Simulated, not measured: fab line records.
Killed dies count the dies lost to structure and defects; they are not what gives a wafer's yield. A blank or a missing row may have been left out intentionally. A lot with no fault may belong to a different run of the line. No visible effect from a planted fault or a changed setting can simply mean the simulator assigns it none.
A struck lot beside a sound one :: flow n5 finfet :: 23 steps out of a route of 1938
Sound: these wafers, L202.1, L202.4, L202.6. Struck: wafer L214.6 (left out: L214.2, L214.5 of the same lot, which were not struck); the cause appears at the end.
At each step with rows: each side's tool, then ch and its chambers, then its first start. Under that, the readings that differ: sound wafers :: struck wafers :: difference of the means :: sigmas: that difference in standard deviations of wafers without a fault.
alike: a reading whose means differ by less than 2 such deviations, as well as words and numbers matching on both sides. not compared: withheld readings; readings where some wafer has no value; bounds like >300 that might hide an equal value; numbers whose values overlap and for which the record gives no deviation.
A row with sigmas, a row that says differs or no value, or rows on one side alone: a step with any of these is where the two part. Numbers that have no deviation but don't overlap get no sigmas and don't part them. A reading missing from all wafers of one side parts the sides only when that side holds two or more wafers.

first, 8 steps without rows for these wafers: N5_BEOL_M15_ANNEAL_48 (time 90 s); N5_BEOL_M15_CMP_49 (polishes, stops on SiO2, t overpolish 4.9 s, target thk 850 nm); N5_BEOL_M15_PRE_CLEAN_52 (time 15 s); N5_BEOL_M15_DEP_53 (deposits SiCN from 3MS/NH3, target thk 50 nm, time 17.8 s); N5_PASSIVATION_PECVD_00 (deposits SiO2 from SiH4/N2O, target thk 200 nm, time 11.2 s); N5_MIM_BOT_DEGAS_01 (time 60 s); N5_MIM_BOT_SPUTTER_00 (material TiN, target thk 35 nm, time 89.7 s); N5_MIM_TOP_ALD_00 (deposits Al2O3, purge time 3 s, co reactant pulse time 3 s).
N5_MIM_TOP_ALD_01: deposits HfO2, target thk 5.6 nm, pulse time 1 s, purge time 3 s.
  sound on ald hk-03 ch 2,3, day 12 05:00; struck on ald hk-03 ch 1, day 14 20:00
  alike: precursor pulse height rel
then, 11 steps without rows for these wafers: N5_MIM_TOP_ALD_02 (deposits Al2O3, purge time 3 s, co reactant pulse time 3 s); N5_MIM_TOP_DEGAS_04 (time 60 s); N5_MIM_TOP_SPUTTER_03 (material TiN, target thk 35 nm, time 89.7 s); N5_MIM_TOP_LITHO_HMDS_01 (time 60 s); N5_MIM_TOP_LITHO_COAT_02; N5_MIM_TOP_LITHO_EBR_04; N5_MIM_TOP_LITHO_SOFTBAKE_03 (time 90 s); N5_MIM_TOP_LITHO_EXPOSE_05 (exposes mask MIM TOP, target cd 2000 nm); N5_MIM_TOP_LITHO_PEB_06; N5_MIM_TOP_LITHO_DEVELOP_07 (develop time 60 s); N5_MIM_TOP_LITHO_HARDBAKE_09 (time 120 s).
N5_MIM_TOP_LITHO_INSPECT_12: inspects for defects (macro).
  sound: defect inspect-02 at day 12 08:55; struck: defect inspect-02 at day 14 21:45
reading: raw defect count
sound: 4 2 3
struck: >300
difference: differs
sigmas: 
then, 1 step without rows for these wafers: N5_MIM_TOP_LITHO_DESCUM_10 (chemistry O2, time 7.9 s).
N5_PASSIVATION_PROBE_49:
  sound: prober-02 at day 12 17:41; struck: prober-02 at day 15 08:53
reading: defect limited yield (%)
sound: 92.0 92.3 88.4
struck: 80.2
difference: -10.7
sigmas: -7

reading: killed at other
sound: 7 2 5
struck: 142
difference: +137
sigmas: +40

reading: killed dies
sound: 94 91 137
struck: 234
difference: +127
sigmas: +7

reading: sort_bin_5_function (%)
sound: 4.7 4.5 6.3
struck: 12.7
difference: +7.5
sigmas: +8

reading: sort n pass
sound: 1086 1089 1043
struck: 946
difference: -127
sigmas: -7

reading: sort yield pct (%)
sound: 92.0 92.3 88.4
struck: 80.2
difference: -10.7
sigmas: -7
  alike: killed_at_M0_to_M3, killed_at_M4_up, killed at contacts, killed at front end, killed open, killed short, sort_bin_4_leakage, sort_bin_6_memory

== WHERE THEY PART ==
At N5_MIM_TOP_LITHO_INSPECT_12 first; at N5_PASSIVATION_PROBE_49 last (within this record only).

WHY: whatever the simulator had introduced
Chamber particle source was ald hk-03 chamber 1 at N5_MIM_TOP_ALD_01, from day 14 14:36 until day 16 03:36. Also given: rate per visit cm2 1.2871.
